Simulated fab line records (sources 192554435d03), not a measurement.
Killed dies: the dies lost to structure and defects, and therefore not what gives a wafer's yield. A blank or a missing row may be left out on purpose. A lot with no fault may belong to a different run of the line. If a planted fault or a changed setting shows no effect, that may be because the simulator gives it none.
Chamber matching	flow n5 finfet	rie diel-01 running N5_HKMG_FIN_ETCH_32: 4 sister chambers
The step etches SOC in N2/H2, target depth 240 nm, time 300 s. 16 wafers are shown with their chamber, then 8 later ones without.

EACH WAFER AND ITS CHAMBER
wafer	chamber	showerhead plenum p Torr (Torr)	drypump motor current A (A)	throttle valve pct (%)
L075.1	2	2.64	5.4	17.88
L075.2	3	2.33	5.2	17.46
L075.6	0	2.45	6.2	17.77
L078.2	0	2.44	6.2	17.78
L078.3	3	2.33	5.1	17.46
L078.6	1	2.51	6.4	17.55
L077.4	0	2.44	6.2	17.77
L077.5	2	2.64	5.4	17.89
L077.6	3	2.33	5.2	17.47
L084.1	1	2.50	6.5	17.58
L084.3	0	2.44	6.2	17.80
L084.4	3	2.32	5.1	17.48
L087.1	2	2.63	5.4	17.93
L087.2	0	2.44	6.2	17.81
L087.5	2	2.63	5.4	17.92
L088.2	2	2.63	5.4	17.94

SIGNATURES, as means of the wafers listed above
reading	chamber 0	chamber 1	chamber 2	chamber 3	scatter within a chamber
showerhead plenum p Torr	2.4420	2.5050	2.6340	2.3275	0.0052
drypump motor current A	6.200	6.450	5.400	5.150	0.0354
throttle valve pct	17.7860	17.5650	17.9120	17.4675	0.0198
Rule: for a wafer and a chamber, the distance is found by dividing, reading by reading, the gap between the wafer's reading and the chamber's mean by the reading's scatter, squaring, summing and taking the root. If the next closest chamber is less than 2 further off than the closest, the wafer can't be placed; otherwise it belongs to the closest. The scatter: the root of (the sum of the squares of (reading less its chamber's mean) over the shown wafers, divided by (wafers less chambers)).

WAFERS MISSING THEIR CHAMBER
wafer	showerhead plenum p Torr (Torr)	drypump motor current A (A)	throttle valve pct (%)
L088.3	2.50	6.4	17.58
L088.6	2.50	6.5	17.59
L089.2	2.32	5.1	17.51
L089.3	2.62	5.4	17.95
L089.5	2.32	5.1	17.50
L090.2	2.43	6.2	17.83
L090.4	2.62	5.4	17.97
L090.6	2.50	6.5	17.59

CHAMBER TAKEN BY EACH
wafer	from the rows above	in truth
L088.3	1	1
L088.6	1	1
L089.2	3	3
L089.3	2	2
L089.5	3	3
L090.2	0	0
L090.4	2	2
L090.6	1	1
Correct placement for 8 of the 8. Can't be placed from these rows: 0. Wrongly placed: 0.
